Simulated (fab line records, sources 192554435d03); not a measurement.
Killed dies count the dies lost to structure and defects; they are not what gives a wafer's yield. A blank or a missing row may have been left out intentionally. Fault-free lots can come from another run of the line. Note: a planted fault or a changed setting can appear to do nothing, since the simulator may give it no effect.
Matching of chambers -- flow n5Finfet -- N5_FIN_SAQP_HM_DEP_72 on pecvd-02: 3 sister chambers
The step deposits SiO2 from SiH4/N2O, target thk 12 nm, time 7.2 s. 3 wafers are shown with their chamber, then 8 later ones without.

== WAFERS PAIRED WITH THEIR CHAMBERS ==
wafer,chamber,showerheadPlenumPTorr (Torr)
L169.3,1,8.06
L175.4,0,8.38
L177.1,2,8.37

== WAFERS WITHOUT THEIR CHAMBER ==
wafer,showerheadPlenumPTorr (Torr)
L177.2,8.35
L177.6,8.35
L180.1,8.36
L180.2,8.37
L180.5,8.32
L184.2,8.35
L184.5,8.04
L184.6,8.33

== EACH ONE'S CHAMBER ==
wafer,from the rows above,in truth
L177.2,can't be placed: 2 or 0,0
L177.6,can't be placed: 2 or 0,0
L180.1,can't be placed: 2 or 0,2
L180.2,can't be placed: 2 or 0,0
L180.5,can't be placed: 2 or 0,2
L184.2,can't be placed: 2 or 0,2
L184.5,1,1
L184.6,can't be placed: 2 or 0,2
Placed correctly: 1 of 8. Cannot be placed on the basis of these rows: 7; the candidates contain the true chamber in 7. Wrongly placed: 0.
How it was worked out, from the rows above alone: a wafer's distance from a chamber is the root of the sum, over the readings, of the square of ((its reading less the chamber's mean) divided by the reading's scatter). The wafer belongs to the nearest chamber; if the next one is less than 2 further off, it can't be placed. Each chamber's mean is taken over the wafers shown for it. The scatter: root of mean squared gap, hidden wafer to nearest shown wafer, with one shown wafer a chamber.
